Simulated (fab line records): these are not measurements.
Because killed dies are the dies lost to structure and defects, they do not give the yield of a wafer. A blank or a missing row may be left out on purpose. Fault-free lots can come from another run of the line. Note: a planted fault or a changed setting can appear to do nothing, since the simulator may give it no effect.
Chamber matching	flow nand-harc	4 sister chambers for NHARC_P_M1_CMP_23 on cmp-03
The step polishes, t overpolish 20 s, target thk 157.82 nm. 14 wafers are shown with their chamber, then 6 later ones without.

## EACH WAFER AND ITS CHAMBER
wafer	chamber	motor-current-A (A)	time-to-endpoint-s (s)
L105.3	3	11.5	26.4
L105.5	2	13.5	22.3
L105.6	3	11.8	26.9
L108.3	0	12.7	29.0
L108.5	1	12.7	26.5
L108.6	2	13.8	26.9
L109.1	3	11.6	29.0
L109.4	2	13.4	25.5
L109.6	0	12.1	29.5
L112.1	0	12.6	28.5
L112.2	2	13.1	26.2
L121.2	2	13.2	25.3
L121.5	1	12.8	25.4
L121.6	2	13.7	27.4

SIGNATURES (means of the wafers above)
reading	chamber 0	chamber 1	chamber 2	chamber 3	scatter within a chamber
motor-current-A	12.467	12.750	13.450	11.633	0.252
time-to-endpoint-s	29.000	25.950	25.600	27.433	1.46
Rule: distance of a wafer from a chamber = root of the sum over the readings of ((wafer's reading minus chamber's mean) / reading's scatter) squared. If the next closest chamber is less than 2 further off than the closest, the wafer can't be placed; otherwise it belongs to the closest. How the scatter is found: for the shown wafers, subtract from each reading the mean of its chamber, square and add these, divide the total by (wafers less chambers), then take the root.

## WAFERS WITH NO CHAMBER GIVEN
wafer	motor-current-A (A)	time-to-endpoint-s (s)
L123.2	12.9	28.2
L123.3	11.3	24.0
L123.6	12.2	26.3
L125.1	11.6	27.1
L125.3	12.4	28.1
L125.6	13.5	23.9

## WHICH CHAMBER EACH ONE RAN IN
wafer	from the rows above	in truth
L123.2	can't be placed: 1 or 0 or 2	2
L123.3	3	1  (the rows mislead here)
L123.6	can't be placed: 0 or 1 or 3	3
L125.1	3	3
L125.3	can't be placed: 0 or 1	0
L125.6	2	2
2 of 6 placed correctly. These rows do not allow placing 3 (true chamber among the candidates in 3). Placed wrongly: 1.
